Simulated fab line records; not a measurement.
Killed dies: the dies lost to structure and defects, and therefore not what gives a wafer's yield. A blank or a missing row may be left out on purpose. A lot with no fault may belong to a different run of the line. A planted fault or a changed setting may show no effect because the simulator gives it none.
fab line records	flow n5_finfet
[record] lots = 24	wafers = 72	last_day = 18
route steps=1938 shown WELL_APT@28 FIN_SAQP@94
lots that met no fault: taken from a fault-free run of the same line
start_h: the number of hours between the record's first day and the start of the first shown wafer of the lot	wait_h: hours from the lot's prior step to this one	" as in the row above	L1.1+2: one row covering several wafers at once	- no value present, or no start provided	* or withheld: withheld	< > ~ a bound
route shown NAME@n: a module of which the file shows steps, and the number in the route of the first	usual: mean/standard deviation of fault-free wafers	same: alike in all rows	chamber/n: place in a boat	sites: each site's reading	_std_site: the standard deviation of these	_edge_site: mean of outer sites minus mean of inner sites	radius_mm: for every site, how far away it sits from the centre of the wafer	mask NAME#n: copy n	behind: the tool/chamber that last shaped the wafer	hold: why the lot was held/for how many hours/how that ended	device: which transistor (n, p or np) failed to switch	end of line: at the end of the route, the tests of the same wafers	a step with no rows: only its recipe	killed: the dies lost at the first sort to structure and to defects; this is not the yield of the wafer	map: dies across one wafer; x = killed, . = not, _ = none there
set.NAME: the setting that was run; set.NAME@STEP: the one run at that earlier step	model.NAME: the simulator's own value behind a step, which no gauge read
a sample of lots followed through the steps of the route, with each step as a table and each wafer as a row
services: from which hour (start_h, from the record's first day; less than 0 if before it) a tool's chamber was out of use, for how many hours, and why
[[steps]]
[step N5_WELL_APT_CD_MEAS_08]
[recipe] target_cd_nm = 200	landing_energy_ev = 500	detector = se_inlens
[usual] cd_nm = 201/3.3
lot.wafer	tool	chamber	start_h	wait_h	cd_nm
L074.3	cd_sem-03	0	13.83	-	202
L074.4	"	0	"	"	206
L074.6	"	0	"	"	204
L075.1	cd_sem-02	0	20.07	-	200
L075.2	"	0	"	"	199
L075.4	"	0	"	"	197
L076.2	cd_sem-01	0	25.56	-	196
L076.3	"	0	"	"	193
L076.4	"	0	"	"	197
L077.2	cd_sem-01	0	32.05	-	203
L077.5	"	0	"	"	200
L077.6	"	0	"	"	199
L078.1	cd_sem-02	0	37.75	-	196
L078.4	"	0	"	"	198
L078.5	"	0	"	"	197
L079.3	cd_sem-01	0	43.72	-	201
L079.4	"	0	"	"	196
L079.6	"	0	"	"	200
L080.1	cd_sem-03	0	49.77	-	205
L080.3	"	0	"	"	201
L080.4	"	0	"	"	206
L081.2	cd_sem-02	0	56.04	-	206
L081.3	"	0	"	"	204
L081.5	"	0	"	"	203
L082.3	cd_sem-03	0	61.81	-	204
L082.4	"	0	"	"	204
L082.6	"	0	"	"	205
L083.4	cd_sem-03	0	67.78	-	204
L083.5	"	0	"	"	203
L083.6	"	0	"	"	204
L084.2	cd_sem-03	0	73.68	-	205
L084.4	"	0	"	"	203
L084.6	"	0	"	"	204
L085.1	cd_sem-03	0	79.85	-	204
L085.2	"	0	"	"	205
L085.6	"	0	"	"	205
L086.2	cd_sem-03	0	85.57	-	199
L086.5	"	0	"	"	198
L086.6	"	0	"	"	197
L087.2	cd_sem-02	0	91.95	-	198
L087.3	"	0	"	"	199
L087.6	"	0	"	"	203
L088.1	cd_sem-02	0	97.56	-	204
L088.2	"	0	"	"	205
L088.3	"	0	"	"	206
L089.2	cd_sem-02	0	103.68	-	205
L089.4	"	0	"	"	203
L089.6	"	0	"	"	205
L090.1	cd_sem-01	0	109.68	-	195
L090.3	"	0	"	"	197
L090.5	"	0	"	"	200
L091.1	cd_sem-01	0	115.83	-	205
L091.2	"	0	"	"	205
L091.4	"	0	"	"	205
L092.1	cd_sem-03	0	121.63	-	205
L092.3	"	0	"	"	206
L092.4	"	0	"	"	203
L093.1	cd_sem-01	0	127.63	-	199
L093.5	"	0	"	"	202
L093.6	"	0	"	"	201
L094.2	cd_sem-03	0	133.85	-	204
L094.3	"	0	"	"	205
L094.5	"	0	"	"	204
L095.1	cd_sem-02	0	139.86	-	196
L095.2	"	0	"	"	197
L095.4	"	0	"	"	198
L096.4	cd_sem-03	0	145.70	-	199
L096.5	"	0	"	"	199
L096.6	"	0	"	"	196
L097.2	cd_sem-03	0	151.68	-	201
L097.4	"	0	"	"	196
L097.5	"	0	"	"	199
[step N5_WELL_APT_RTA_34]
[recipe] temp_c = 1000	time_s = 10	ambient = N2	idle_temp_c = 600	ramp_up_c_per_s = 150	ramp_down_c_per_s = 60	cool_to_c = 600
[usual] lamp_power_pct = 13.01/0.05	wafer_temp_C_max = 1003.7/1.2
lot.wafer	tool	chamber	start_h	wait_h	lamp_power_pct	wafer_temp_C_max
L074.3	rtp_anneal-02	0	16.15	0.2	13.01	1003.0
L074.4	"	0	"	"	12.98	1005.0
L074.6	"	0	"	"	12.96	1003.7
L075.1	rtp_anneal-01	0	22.45	0.0	13.01	1004.4
L075.2	"	0	"	"	13.03	1004.9
L075.4	"	0	"	"	13.09	1002.5
L076.2	rtp_anneal-02	0	27.88	0.2	12.99	1003.4
L076.3	"	0	"	"	13.06	1002.2
L076.4	"	0	"	"	13.07	1002.2
L077.2	rtp_anneal-01	0	34.41	0.3	13.09	1002.4
L077.5	"	0	"	"	12.95	1002.1
L077.6	"	0	"	"	13.02	1003.7
L078.1	rtp_anneal-02	0	39.96	0.0	12.95	1007.2
L078.4	"	0	"	"	13.04	1002.9
L078.5	"	0	"	"	13.03	1003.2
L079.3	rtp_anneal-01	0	45.90	0.1	12.96	1005.1
L079.4	"	0	"	"	12.97	1003.6
L079.6	"	0	"	"	13.13	1002.3
L080.1	rtp_anneal-02	0	51.89	0.0	12.98	1005.7
L080.3	"	0	"	"	13.09	1003.3
L080.4	"	0	"	"	13.02	1003.4
L081.2	rtp_anneal-01	0	58.66	0.1	12.97	1002.8
L081.3	"	0	"	"	13.03	1002.6
L081.5	"	0	"	"	12.95	1008.3
L082.3	rtp_anneal-01	0	64.13	0.2	13.07	1002.1
L082.4	"	0	"	"	12.99	1004.0
L082.6	"	0	"	"	13.01	1002.9
L083.4	rtp_anneal-01	0	70.28	0.4	12.94	1003.9
L083.5	"	0	"	"	12.94	1002.7
L083.6	"	0	"	"	13.07	1004.5
L084.2	rtp_anneal-01	0	76.05	0.0	13.10	1005.8
L084.4	"	0	"	"	12.98	1003.1
L084.6	"	0	"	"	13.01	1002.9
L085.1	rtp_anneal-02	0	82.04	0.0	13.01	1003.0
L085.2	"	0	"	"	13.03	1002.7
L085.6	"	0	"	"	13.02	1003.4
L086.2	rtp_anneal-02	0	87.60	0.1	13.07	1003.4
L086.5	"	0	"	"	13.05	1003.9
L086.6	"	0	"	"	13.00	1006.1
L087.2	rtp_anneal-02	0	94.32	0.3	12.97	1002.2
L087.3	"	0	"	"	13.05	1004.6
L087.6	"	0	"	"	13.09	1004.1
L088.1	rtp_anneal-02	0	99.54	0.0	12.98	1004.2
L088.2	"	0	"	"	13.01	1003.6
L088.3	"	0	"	"	12.95	1002.2
L089.2	rtp_anneal-02	0	105.67	0.0	13.06	1003.9
L089.4	"	0	"	"	12.98	1005.2
L089.6	"	0	"	"	12.90	1005.8
L090.1	rtp_anneal-02	0	112.10	0.0	13.04	1003.4
L090.3	"	0	"	"	12.98	1003.8
L090.5	"	0	"	"	13.02	1003.8
L091.1	rtp_anneal-02	0	117.83	0.0	13.07	1005.7
L091.2	"	0	"	"	13.11	1004.3
L091.4	"	0	"	"	12.97	1005.1
L092.1	rtp_anneal-02	0	123.74	0.0	13.07	1003.2
L092.3	"	0	"	"	12.95	1003.5
L092.4	"	0	"	"	13.01	1004.4
L093.1	rtp_anneal-02	0	130.06	0.0	13.00	1003.2
L093.5	"	0	"	"	12.97	1003.2
L093.6	"	0	"	"	13.05	1002.5
L094.2	rtp_anneal-02	0	135.98	0.0	12.92	1002.0
L094.3	"	0	"	"	12.96	1003.2
L094.5	"	0	"	"	12.94	1003.8
L095.1	rtp_anneal-01	0	142.05	0.0	13.10	1003.8
L095.2	"	0	"	"	13.04	1003.8
L095.4	"	0	"	"	12.97	1005.0
L096.4	rtp_anneal-01	0	147.73	0.1	12.97	1004.6
L096.5	"	0	"	"	13.02	1005.2
L096.6	"	0	"	"	13.03	1005.2
L097.2	rtp_anneal-02	0	153.87	0.0	13.07	1003.5
L097.4	"	0	"	"	12.98	1001.6
L097.5	"	0	"	"	13.00	1003.6
[step N5_FIN_SAQP_ALD_61]
[recipe] material = SiO2	target_thk_a = 40	temp_c = 300	ald_precursor_family = BDEAS	ald_co_reactant = O2-plasma	pulse_time_s = 1	purge_time_s = 2	co_reactant_purge_time_s = 2	ald_cycles = 43	pressure_torr = 2
[usual] chamber_pressure_Torr = 1.999/0.0041	heater_power_w = 485/48	precursor_pulse_height_rel = 1.003/0.02
lot.wafer	tool	chamber	start_h	wait_h	chamber_pressure_Torr	heater_power_w	precursor_pulse_height_rel
L074.3	ald_sin-04	0	20.98	0.0	1.995	522	1.020
L074.4	"	3	"	"	1.997	400	0.984
L074.6	"	3	"	"	1.999	410	1.004
L075.1	ald_sin-01	0	27.09	0.0	2.002	453	1.005
L075.2	"	3	"	"	1.994	420	1.043
L075.4	"	2	"	"	1.989	527	0.968
L076.2	ald_sin-03	2	32.27	0.2	2.003	490	1.018
L076.3	"	1	"	"	2.006	521	0.984
L076.4	"	0	"	"	2.004	512	0.989
L077.2	ald_sin-04	1	38.54	0.0	1.993	483	0.993
L077.5	"	0	"	"	1.997	530	1.019
L077.6	"	3	"	"	1.998	406	0.988
L078.1	ald_sin-01	1	44.39	0.0	1.997	562	0.992
L078.4	"	0	"	"	1.991	432	0.986
L078.5	"	0	"	"	1.998	437	0.990
L079.3	ald_sin-01	0	50.59	0.0	1.999	443	1.000
L079.4	"	2	"	"	2.002	557	1.012
L079.6	"	2	"	"	1.995	537	0.999
L080.1	ald_sin-01	0	56.93	0.0	2.001	442	1.031
L080.3	"	2	"	"	2.003	555	1.035
L080.4	"	3	"	"	1.995	411	0.991
L081.2	ald_sin-04	1	63.67	0.4	2.000	477	1.020
L081.3	"	0	"	"	2.002	525	0.997
L081.5	"	1	"	"	2.006	470	0.980
L082.3	ald_sin-04	1	68.69	0.0	2.004	472	1.036
L082.4	"	0	"	"	1.998	531	0.984
L082.6	"	2	"	"	2.002	500	1.016
L083.4	ald_sin-03	0	76.14	0.9	1.999	505	1.007
L083.5	"	2	"	"	1.998	464	0.983
L083.6	"	3	"	"	1.996	468	0.998
L084.2	ald_sin-03	2	80.36	0.0	1.995	505	0.978
L084.4	"	3	"	"	2.001	452	1.001
L084.6	"	0	"	"	1.998	492	1.000
L085.1	ald_sin-04	2	86.32	0.0	1.997	504	1.004
L085.2	"	3	"	"	1.997	412	0.998
L085.6	"	2	"	"	1.997	527	0.989
L086.2	ald_sin-03	2	91.72	0.0	2.002	487	1.012
L086.5	"	0	"	"	2.000	502	0.980
L086.6	"	3	"	"	2.003	455	0.998
L087.2	ald_sin-03	0	100.78	1.6	2.003	505	0.975
L087.3	"	2	"	"	1.997	492	0.993
L087.6	"	1	"	"	2.004	512	1.012
L088.1	ald_sin-01	3	104.11	0.1	1.998	415	0.975
L088.2	"	1	"	"	1.994	563	0.997
L088.3	"	2	"	"	1.999	517	0.991
L089.2	ald_sin-01	1	110.39	0.3	2.004	548	0.985
L089.4	"	0	"	"	2.002	440	1.042
L089.6	"	0	"	"	2.003	453	0.995
L090.1	ald_sin-04	3	116.35	0.0	1.992	405	1.029
L090.3	"	0	"	"	2.000	534	1.032
L090.5	"	2	"	"	1.997	514	0.971
L091.1	ald_sin-01	0	122.42	0.0	1.994	457	0.985
L091.2	"	2	"	"	2.006	524	0.998
L091.4	"	3	"	"	1.991	418	0.986
L092.1	ald_sin-01	3	127.95	0.1	1.999	415	1.038
L092.3	"	2	"	"	2.002	514	1.002
L092.4	"	1	"	"	2.004	568	0.953
L093.1	ald_sin-01	1	134.25	0.0	2.008	570	1.031
L093.5	"	2	"	"	1.992	508	0.998
L093.6	"	1	"	"	1.998	557	0.976
L094.2	ald_sin-04	0	140.78	0.0	1.998	537	1.016
L094.3	"	2	"	"	1.997	500	1.012
L094.5	"	2	"	"	1.998	509	0.983
L095.1	ald_sin-04	2	146.93	0.0	2.001	505	1.006
L095.2	"	1	"	"	2.002	491	1.026
L095.4	"	0	"	"	1.990	537	1.009
L096.4	ald_sin-04	2	152.20	0.0	2.001	502	1.009
L096.5	"	2	"	"	2.002	509	1.003
L096.6	"	1	"	"	1.998	482	0.972
L097.2	ald_sin-03	0	159.81	1.3	1.999	503	0.991
L097.4	"	1	"	"	1.994	518	0.984
L097.5	"	3	"	"	1.997	476	0.996
[step N5_FIN_SAQP_THK_MEAS_05]
[usual] thk_nm = 38.2/0.51
lot.wafer	tool	chamber	start_h	wait_h	thk_nm
L074.3	film_metro-02	-	21.51	0.1	37.8
L074.4	"	-	"	"	39.1
L074.6	"	-	"	"	39.2
L075.1	film_metro-01	-	27.80	0.1	37.5
L075.2	"	-	"	"	38.5
L075.4	"	-	"	"	37.8
L076.2	film_metro-01	-	32.80	0.1	38.2
L076.3	"	-	"	"	38.3
L076.4	"	-	"	"	38.2
L077.2	film_metro-02	-	39.07	0.1	37.9
L077.5	"	-	"	"	38.3
L077.6	"	-	"	"	37.9
L078.1	film_metro-01	-	44.90	0.1	37.7
L078.4	"	-	"	"	37.9
L078.5	"	-	"	"	38.4
L079.3	film_metro-01	-	51.28	0.1	37.8
L079.4	"	-	"	"	38.3
L079.6	"	-	"	"	38.8
L080.1	film_metro-01	-	57.59	0.1	38.2
L080.3	"	-	"	"	38.3
L080.4	"	-	"	"	38.6
L081.2	film_metro-02	-	64.21	0.1	37.7
L081.3	"	-	"	"	37.0
L081.5	"	-	"	"	38.1
L082.3	film_metro-02	-	69.38	0.1	37.9
L082.4	"	-	"	"	38.7
L082.6	"	-	"	"	38.7
L083.4	film_metro-01	-	76.68	0.1	38.5
L083.5	"	-	"	"	38.4
L083.6	"	-	"	"	38.4
L084.2	film_metro-02	-	80.87	0.1	37.8
L084.4	"	-	"	"	38.1
L084.6	"	-	"	"	38.4
L085.1	film_metro-01	-	86.84	0.1	37.2
L085.2	"	-	"	"	38.7
L085.6	"	-	"	"	39.2
L086.2	film_metro-01	-	92.24	0.1	37.9
L086.5	"	-	"	"	37.9
L086.6	"	-	"	"	38.3
L087.2	film_metro-01	-	101.31	0.1	38.6
L087.3	"	-	"	"	37.6
L087.6	"	-	"	"	38.4
L088.1	film_metro-01	-	104.77	0.1	38.0
L088.2	"	-	"	"	37.3
L088.3	"	-	"	"	36.6
L089.2	film_metro-01	-	110.91	0.1	37.9
L089.4	"	-	"	"	38.6
L089.6	"	-	"	"	39.1
L090.1	film_metro-01	-	117.00	0.1	37.1
L090.3	"	-	"	"	37.3
L090.5	"	-	"	"	38.1
L091.1	film_metro-01	-	123.01	0.1	37.7
L091.2	"	-	"	"	37.4
L091.4	"	-	"	"	38.0
L092.1	film_metro-02	-	128.45	0.1	37.9
L092.3	"	-	"	"	37.7
L092.4	"	-	"	"	38.6
L093.1	film_metro-01	-	134.86	0.1	38.0
L093.5	"	-	"	"	38.7
L093.6	"	-	"	"	38.4
L094.2	film_metro-01	-	141.39	0.1	37.7
L094.3	"	-	"	"	37.5
L094.5	"	-	"	"	38.8
L095.1	film_metro-01	-	147.43	0.1	37.4
L095.2	"	-	"	"	37.1
L095.4	"	-	"	"	38.1
L096.4	film_metro-01	-	152.73	0.1	38.5
L096.5	"	-	"	"	38.4
L096.6	"	-	"	"	38.6
L097.2	film_metro-02	-	160.33	0.1	38.0
L097.4	"	-	"	"	38.3
L097.5	"	-	"	"	39.0
[step N5_FIN_SAQP_STRIP_55]
[recipe] chemistry = N2/H2	power_w = 500	temp_c = 40	pressure_mtorr = 50	rf_frequency_hz = 6e+07	overash_fraction = 0.3	bias_power_w = 28	h2_frac = 0.5	n2_flow_sccm = 300	h2_flow_sccm = 300
[usual] drypump_motor_current_A = 5.8/0.4	oes_product_au = 0.77/0.089	rf_vpp_V = 122.1/1.5	showerhead_plenum_p_Torr = 3.42/0.097	throttle_valve_pct = 19.1/0.48
lot.wafer	tool	chamber	start_h	wait_h	drypump_motor_current_A	oes_product_au	rf_hours_counter_h	rf_vpp_V	showerhead_plenum_p_Torr	throttle_valve_pct
L074.3	rie_diel-04	0	22.65	0.1	5.3	0.71	188	123.9	3.45	19.0
L074.4	"	1	"	"	5.4	0.77	179	118.4	3.50	19.9
L074.6	"	3	"	"	5.3	0.75	-	125.0	3.33	18.8
L075.1	rie_diel-05	1	28.92	0.1	6.1	0.67	242	123.4	3.44	18.8
L075.2	"	0	"	"	5.4	0.69	214	122.3	3.35	19.3
L075.4	"	3	"	"	6.1	0.74	174	119.1	3.36	19.7
L076.2	rie_diel-05	1	34.14	0.2	6.1	0.68	245	122.7	3.44	18.8
L076.3	"	0	"	"	5.3	0.68	216	121.8	3.35	19.3
L076.4	"	2	"	"	5.7	0.83	65	123.9	3.57	19.2
L077.2	rie_diel-04	2	40.24	0.1	5.9	0.88	63	122.7	3.53	18.4
L077.5	"	0	"	"	5.4	0.70	-	120.0	3.45	19.1
L077.6	"	2	"	"	5.9	0.87	-	123.6	3.53	18.4
L078.1	rie_diel-05	3	45.97	0.1	6.1	0.73	180	120.7	3.36	19.6
L078.4	"	0	"	"	5.4	0.68	220	120.1	3.35	19.3
L078.5	"	3	"	"	6.1	0.73	-	122.1	3.36	19.6
L079.3	rie_diel-04	1	52.70	0.1	5.4	0.74	191	120.3	3.50	19.9
L079.4	"	2	"	"	5.8	0.86	67	123.7	3.53	18.5
L079.6	"	2	"	"	5.9	0.86	-	122.3	3.53	18.4
L080.1	rie_diel-05	2	58.86	0.2	5.7	0.82	75	122.2	3.56	19.2
L080.3	"	3	"	"	6.1	0.73	186	122.9	3.36	19.6
L080.4	"	2	"	"	5.7	0.84	-	121.0	3.56	19.3
L081.2	rie_diel-06	2	65.26	0.1	6.4	0.71	230	122.4	3.43	18.6
L081.3	"	0	"	"	5.3	0.72	166	122.2	3.20	18.8
L081.5	"	0	"	"	5.4	0.71	-	122.0	3.20	18.8
L082.3	rie_diel-06	2	70.55	0.1	6.4	0.70	232	120.9	3.43	18.6
L082.4	"	0	"	"	5.4	0.70	-	120.8	3.20	18.8
L082.6	"	2	"	"	6.4	0.70	-	121.8	3.43	18.6
L083.4	rie_diel-05	3	78.12	0.1	6.2	0.71	196	123.2	3.35	19.7
L083.5	"	2	"	"	5.7	0.81	-	123.0	3.56	19.2
L083.6	"	1	"	"	6.1	0.99	-	122.7	3.44	18.4
L084.2	rie_diel-04	3	81.95	0.1	5.3	0.76	198	122.2	3.32	18.8
L084.4	"	1	"	"	5.4	0.74	198	122.0	3.49	19.9
L084.6	"	1	"	"	5.4	0.75	-	125.0	3.49	19.9
L085.1	rie_diel-04	2	88.40	0.1	5.9	0.85	79	122.3	3.52	18.5
L085.2	"	0	"	"	5.3	0.68	213	122.9	3.44	19.1
L085.6	"	1	"	"	5.4	0.73	-	119.4	3.49	19.9
L086.2	rie_diel-05	1	93.35	0.1	6.2	0.96	7	121.0	3.43	18.4
L086.5	"	2	"	"	5.7	0.80	-	122.1	3.55	19.2
L086.6	"	3	"	"	6.1	0.71	-	122.8	3.35	19.7
L087.2	rie_diel-05	0	102.72	0.1	5.4	0.67	243	119.7	3.33	19.3
L087.3	"	2	"	"	5.7	0.80	94	122.5	3.55	19.3
L087.6	"	2	"	"	5.7	0.80	-	123.0	3.55	19.3
L088.1	rie_diel-04	2	106.03	0.1	5.9	0.84	83	127.7	3.52	18.5
L088.2	"	1	"	"	5.4	0.73	206	120.6	3.49	19.9
L088.3	"	3	"	"	5.4	0.74	205	121.5	3.32	18.8
L089.2	rie_diel-04	3	112.57	0.1	5.3	0.74	207	121.5	3.32	18.8
L089.4	"	2	"	"	5.9	0.85	85	121.6	3.52	18.5
L089.6	"	0	"	"	5.3	0.67	-	124.2	3.44	19.1
L090.1	rie_diel-06	1	118.32	0.1	6.5	0.70	231	122.0	3.43	18.7
L090.3	"	2	"	"	6.4	0.68	252	121.6	3.42	18.6
L090.5	"	1	"	"	6.5	0.72	-	121.6	3.43	18.7
L091.1	rie_diel-04	2	125.43	0.1	5.9	0.84	89	122.9	3.51	18.5
L091.2	"	3	"	"	5.3	0.74	211	119.9	3.32	18.8
L091.4	"	0	"	"	5.4	0.67	225	124.7	3.43	19.1
L092.1	rie_diel-05	2	130.18	0.1	5.7	0.79	105	121.8	3.55	19.3
L092.3	"	3	"	"	6.1	0.71	214	121.9	3.34	19.7
L092.4	"	1	"	"	6.1	0.94	-	122.6	3.43	18.4
L093.1	rie_diel-06	1	136.36	0.3	6.5	0.70	240	120.3	3.43	18.7
L093.5	"	3	"	"	5.7	0.94	-	122.8	3.45	18.4
L093.6	"	0	"	"	5.4	0.68	-	121.5	3.18	18.8
L094.2	rie_diel-05	1	142.43	0.1	6.1	0.91	26	122.6	3.42	18.4
L094.3	"	0	"	"	5.4	0.96	1	122.7	3.33	19.0
L094.5	"	2	"	"	5.7	0.79	-	121.0	3.54	19.3
L095.1	rie_diel-05	2	148.60	0.1	5.7	0.78	112	121.9	3.54	19.3
L095.2	"	3	"	"	6.1	0.69	222	121.7	3.34	19.7
L095.4	"	1	"	"	6.2	0.92	28	120.9	3.42	18.4
L096.4	rie_diel-05	1	153.77	0.0	6.1	0.92	30	123.1	3.42	18.4
L096.5	"	0	"	"	5.4	0.95	-	120.8	3.33	19.1
L096.6	"	3	"	"	6.1	0.69	-	119.3	3.34	19.8
L097.2	rie_diel-06	3	161.51	0.1	5.7	0.91	15	121.4	3.44	18.4
L097.4	"	1	"	"	6.5	0.69	249	124.0	3.42	18.7
L097.5	"	0	"	"	5.4	0.69	-	123.3	3.18	18.8
[step N5_FIN_SAQP_SPACER2_ETCHBACK_29]
[recipe] chemistry = CHF3/O2	mode = anisotropic_etchback	target = SiO2	target_depth_a = 122	time_s = 6.1	pressure_mtorr = 30	source_w = 650	bias_w = 170	Ar_flow_sccm = 200	CHF3_flow_sccm = 50	O2_flow_sccm = 5	ion_energy_ev = 200
[usual] drypump_motor_current_A = 5.7/0.35	oes_o_777_au = 0.77/0.086	oes_product_au = 0.77/0.093	rf_fwd_power_W = 645.8/2.2	rf_vpp_V = 527/20	showerhead_plenum_p_Torr = 2.45/0.06	throttle_valve_pct = 18.91/0.22
lot.wafer	tool	chamber	start_h	wait_h	drypump_motor_current_A	oes_o_777_au	oes_product_au	rf_fwd_power_W	rf_hours_counter_h	rf_vpp_V	showerhead_plenum_p_Torr	throttle_valve_pct
L074.3	rie_diel-05	1	25.62	0.2	6.1	0.69	0.67	646.2	242	522	2.48	18.89
L074.4	"	0	"	"	5.4	0.67	0.68	641.7	213	536	2.39	19.02
L074.6	"	0	"	"	5.4	0.67	0.68	641.8	-	536	2.39	19.03
L075.1	rie_diel-04	1	32.23	0.2	5.4	0.76	0.74	647.8	182	518	2.47	18.81
L075.2	"	0	"	"	5.3	0.74	0.73	647.1	191	549	2.50	19.25
L075.4	"	2	"	"	5.9	0.86	0.88	643.6	59	546	2.54	18.87
L076.2	rie_diel-05	1	38.30	0.2	6.1	0.69	0.67	643.2	246	522	2.47	18.91
L076.3	"	0	"	"	5.4	0.67	0.68	647.2	217	537	2.39	19.02
L076.4	"	2	"	"	5.7	0.83	0.84	647.1	66	542	2.52	18.70
L077.2	rie_diel-04	0	43.28	0.2	5.3	0.74	0.72	643.1	197	549	2.50	19.24
L077.5	"	2	"	"	5.9	0.85	0.85	646.5	-	548	2.54	18.87
L077.6	"	1	"	"	5.4	0.75	0.72	647.0	-	518	2.47	18.81
L078.1	rie_diel-05	0	49.47	0.2	5.3	0.67	0.67	646.4	221	536	2.39	19.05
L078.4	"	2	"	"	5.7	0.83	0.83	644.5	-	544	2.52	18.71
L078.5	"	0	"	"	5.3	0.66	0.67	643.9	-	536	2.39	19.04
L079.3	rie_diel-04	0	55.77	0.2	5.3	0.73	0.72	645.2	202	548	2.50	19.25
L079.4	"	1	"	"	5.4	0.75	0.74	649.3	192	516	2.47	18.81
L079.6	"	1	"	"	5.3	0.75	0.73	645.8	-	518	2.47	18.81
L080.1	rie_diel-04	1	62.03	0.3	5.4	0.75	0.73	648.1	194	517	2.47	18.82
L080.3	"	2	"	"	5.8	0.85	0.87	648.0	69	547	2.54	18.89
L080.4	"	0	"	"	5.3	0.73	0.71	641.4	204	547	2.50	19.26
L081.2	rie_diel-04	2	68.41	0.2	5.8	0.84	0.86	646.4	72	546	2.53	18.89
L081.3	"	3	"	"	5.3	0.76	0.73	646.0	193	480	2.39	19.07
L081.5	"	3	"	"	5.3	0.76	0.74	646.4	-	480	2.39	19.10
L082.3	rie_diel-04	3	74.20	0.2	5.3	0.75	0.74	646.9	195	481	2.39	19.10
L082.4	"	2	"	"	5.9	0.84	0.86	643.3	74	546	2.53	18.89
L082.6	"	2	"	"	5.9	0.83	0.86	645.8	-	546	2.53	18.90
L083.4	rie_diel-05	0	81.12	0.2	5.3	0.65	0.66	649.0	236	535	2.38	19.06
L083.5	"	2	"	"	5.7	0.81	0.82	647.0	-	543	2.51	18.72
L083.6	"	3	"	"	6.1	0.71	0.71	648.1	-	527	2.38	19.00
L084.2	rie_diel-05	2	86.30	0.2	5.7	0.81	0.82	645.8	88	542	2.51	18.73
L084.4	"	0	"	"	5.3	0.65	0.68	646.8	238	534	2.38	19.08
L084.6	"	2	"	"	5.7	0.81	0.82	647.1	-	541	2.51	18.75
L085.1	rie_diel-04	3	91.45	0.2	5.4	0.75	0.74	645.4	201	480	2.39	19.09
L085.2	"	1	"	"	5.4	0.74	0.72	646.6	201	517	2.46	18.83
L085.6	"	2	"	"	5.8	0.83	0.85	648.0	-	546	2.53	18.91
L086.2	rie_diel-05	1	96.53	0.2	6.1	0.93	0.96	645.8	8	524	2.47	18.53
L086.5	"	3	"	"	6.1	0.71	0.71	647.9	-	526	2.38	19.00
L086.6	"	0	"	"	5.4	0.64	0.66	647.6	-	535	2.38	19.07
L087.2	rie_diel-06	1	106.06	0.2	6.5	0.71	0.73	642.7	226	547	2.49	18.89
L087.3	"	0	"	"	5.3	0.70	0.70	646.3	179	503	2.34	19.13
L087.6	"	0	"	"	5.3	0.70	0.69	642.8	-	504	2.34	19.13
L088.1	rie_diel-05	3	109.04	0.2	6.1	0.70	0.72	648.7	206	526	2.38	19.03
L088.2	"	2	"	"	5.7	0.80	0.81	646.4	96	542	2.51	18.74
L088.3	"	0	"	"	5.4	0.66	0.66	642.2	245	536	2.38	19.07
L089.2	rie_diel-05	0	115.80	0.2	5.3	0.64	0.66	645.5	248	535	2.38	19.08
L089.4	"	1	"	"	6.1	0.92	0.93	646.9	15	525	2.47	18.55
L089.6	"	2	"	"	5.7	0.79	0.79	644.4	-	542	2.51	18.73
L090.1	rie_diel-05	3	121.52	0.2	6.1	0.70	0.70	652.1	210	525	2.38	19.02
L090.3	"	1	"	"	6.1	0.91	0.94	646.7	15	525	2.47	18.54
L090.5	"	0	"	"	5.4	0.65	0.66	645.3	-	537	2.38	19.09
L091.1	rie_diel-06	3	128.78	0.4	5.7	0.97	0.97	643.5	1	513	2.45	18.43
L091.2	"	0	"	"	5.3	0.70	0.69	643.3	189	504	2.34	19.14
L091.4	"	1	"	"	6.5	0.71	0.72	645.8	-	545	2.48	18.93
L092.1	rie_diel-04	1	133.71	0.2	5.4	0.73	0.72	649.5	215	517	2.46	18.86
L092.3	"	3	"	"	5.4	0.74	0.73	643.7	215	481	2.38	19.14
L092.4	"	0	"	"	5.3	0.72	0.70	642.3	229	548	2.49	19.32
L093.1	rie_diel-06	1	140.32	0.2	6.5	0.70	0.71	644.5	242	546	2.48	18.92
L093.5	"	3	"	"	5.7	0.93	0.93	645.7	-	513	2.44	18.44
L093.6	"	0	"	"	5.3	0.69	0.68	646.1	-	502	2.33	19.14
L094.2	rie_diel-05	3	146.32	0.2	6.1	0.70	0.70	648.0	221	525	2.37	19.04
L094.3	"	2	"	"	5.7	0.79	0.79	647.7	112	541	2.50	18.77
L094.5	"	1	"	"	6.1	0.90	0.92	645.4	-	524	2.46	18.55
L095.1	rie_diel-05	1	151.63	0.2	6.1	0.89	0.91	645.4	29	524	2.46	18.57
L095.2	"	3	"	"	6.1	0.69	0.69	648.1	223	525	2.37	19.06
L095.4	"	2	"	"	5.7	0.78	0.79	649.6	114	541	2.50	18.76
L096.4	rie_diel-04	2	156.97	0.2	5.9	0.81	0.82	645.1	100	545	2.52	18.93
L096.5	"	3	"	"	5.3	0.74	0.72	648.4	-	480	2.38	19.14
L096.6	"	0	"	"	5.3	0.71	0.69	644.2	-	548	2.48	19.31
L097.2	rie_diel-06	2	165.35	0.2	6.4	0.97	0.97	643.5	8	554	2.45	18.56
L097.4	"	2	"	"	6.4	0.98	0.96	647.1	-	555	2.45	18.56
L097.5	"	0	"	"	5.4	0.69	0.68	645.8	-	503	2.33	19.17
[[services]]
tool	chamber	start_h	hours	kind
rie_diel-04	2	4.62	4.7	repair
rie_diel-05	2	6.96	11.9	repair
rie_diel-06	-	7.59	0.5	repair
ald_sin-01	-	13.20	0.2	repair
rie_diel-04	1	14.27	5.7	repair
rie_diel-04	2	24.36	1.3	repair
rie_diel-04	3	33.53	8.9	repair
ald_sin-03	-	36.68	0.7	repair
rie_diel-04	3	43.63	2.5	repair
rie_diel-05	1	48.64	-	clean
rie_diel-05	1	48.64	-	consumable_replace:focus_ring
rie_diel-05	1	48.64	23.2	scheduled_down
rie_diel-05	1	48.64	23.2	vent_cycle
rie_diel-06	3	59.63	11.1	repair
rie_diel-04	1	64.66	7.4	repair
ald_sin-03	-	77.00	0.6	repair
rie_diel-06	0	80.80	5.8	repair
ald_sin-01	-	85.25	14.0	pm
rie_diel-05	1	102.88	4.1	repair
rie_diel-05	0	124.16	-	clean
rie_diel-05	0	124.16	-	consumable_replace:focus_ring
rie_diel-05	0	124.16	14.1	scheduled_down
rtp_anneal-01	-	151.01	1.8	pm
ald_sin-01	-	157.80	2.8	pm
[[key]]
fault none
